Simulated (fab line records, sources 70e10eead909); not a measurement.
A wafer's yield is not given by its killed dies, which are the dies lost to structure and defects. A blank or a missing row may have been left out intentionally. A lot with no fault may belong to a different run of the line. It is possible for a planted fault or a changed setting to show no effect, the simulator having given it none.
Comparing a struck lot with a sound one :: flow nand_harc :: 18 out of 1159 route steps
Sound: wafers L293.1, L293.2, L293.6. Wafers struck: L284.2, L284.3, L284.5. The cause is given at the end.
Order at every step that has rows: each side's tool, ch and its chambers, its first start. Under that, the readings that differ: sound wafers :: struck wafers :: difference of the means :: sigmas: that difference in standard deviations of wafers without a fault.
alike: a reading whose means differ by less than 2 such deviations, as well as words and numbers matching on both sides. not compared: withheld readings; readings where some wafer has no value; bounds like >300 that might hide an equal value; numbers whose values overlap and for which the record gives no deviation.
The two part at a step that has a row with sigmas, a row that says differs or no value, or rows on one side only. When numbers do not overlap yet have no deviation, they are printed without sigmas and do not part them. A reading missing from all wafers of one side parts the sides only when that side holds two or more wafers.

NHARC_P_GATE_CD_MEAS_46: the cd target is 720 nm.
  sound on cd_sem-02 ch 0, day 8 11:01; struck on cd_sem-01 ch 0, day 6 07:23
  alike: cd_nm
then, 1 step without rows for these wafers: NHARC_P_GATE_HARDBAKE_47 (time 80 s).
NHARC_P_GATE_DESCUM_48: chemistry O2, time 3 s.
  sound on rie_diel-07 ch 2,3, day 8 11:10; struck on rie_diel-07 ch 1,2, day 6 07:33
  alike: drypump_motor_current_A, oes_product_au, rf_vpp_V, showerhead_plenum_p_Torr, throttle_valve_pct
  not compared: rf_hours_counter_h
then, 1 step without rows for these wafers: NHARC_P_GATE_IMPLANT_49.
NHARC_P_GATE_STRIP_111: strips in N2/H2, time 250 s.
  sound on plasma_asher-01 ch 0,1, day 8 11:32; struck on plasma_asher-02 ch 0,1, day 6 07:58
  alike: drypump_motor_current_A, heater_power_w
  not compared: rf_hours_counter_h
NHARC_P_GATE_STRIP_75: strips in O2.
  sound on plasma_asher-01 ch 0,1, day 8 11:50; struck on plasma_asher-02 ch 0,1, day 6 08:14
  alike: drypump_motor_current_A, heater_power_w
  not compared: rf_hours_counter_h
then, 6 steps without rows for these wafers: NHARC_P_GATE_STRIP_50 (strips in SPM, time 900 s); NHARC_P_GATE_DEHYDRATE_51 (time 120 s); NHARC_P_GATE_HMDS_52 (time 30 s); NHARC_P_GATE_COAT_53; NHARC_P_GATE_SOFTBAKE_54 (time 95 s); NHARC_P_GATE_EBR_55.
NHARC_P_GATE_EXPOSE_56: exposes mask P PSD, target cd 720 nm.
  sound on krf_scanner-04 ch 0, day 8 12:37; struck on krf_scanner-03 ch 0, day 6 08:52
reading: mask
sound: P_PSD#0 P_PSD#0 P_PSD#0
struck: P_PSD_R1#0 P_PSD_R1#0 P_PSD_R1#0
difference: differs
sigmas: 
then, 2 steps without rows for these wafers: NHARC_P_GATE_PEB_57 (peb time 85 s); NHARC_P_GATE_DEVELOP_58 (time 70 s).
NHARC_P_GATE_CD_MEAS_59: the cd target is 720 nm.
  sound on cd_sem-03 ch 0, day 8 12:46; struck on cd_sem-02 ch 0, day 6 09:01
reading: cd_nm (nm)
sound: 722.4 721.2 720.5
struck: 761.3 760.3 761.7
difference: +39.7
sigmas: +21
then, 1 step without rows for these wafers: NHARC_P_GATE_HARDBAKE_60 (time 80 s).
NHARC_END_SORT_01:
  the record has rows for the sound wafers here (prober-02 ch 0, day 22 14:11) and none for the struck ones

## WHERE THEY PART
Earliest at NHARC_P_GATE_EXPOSE_56; latest, in this record, at NHARC_END_SORT_01.

WHY: what had been put in by the simulator
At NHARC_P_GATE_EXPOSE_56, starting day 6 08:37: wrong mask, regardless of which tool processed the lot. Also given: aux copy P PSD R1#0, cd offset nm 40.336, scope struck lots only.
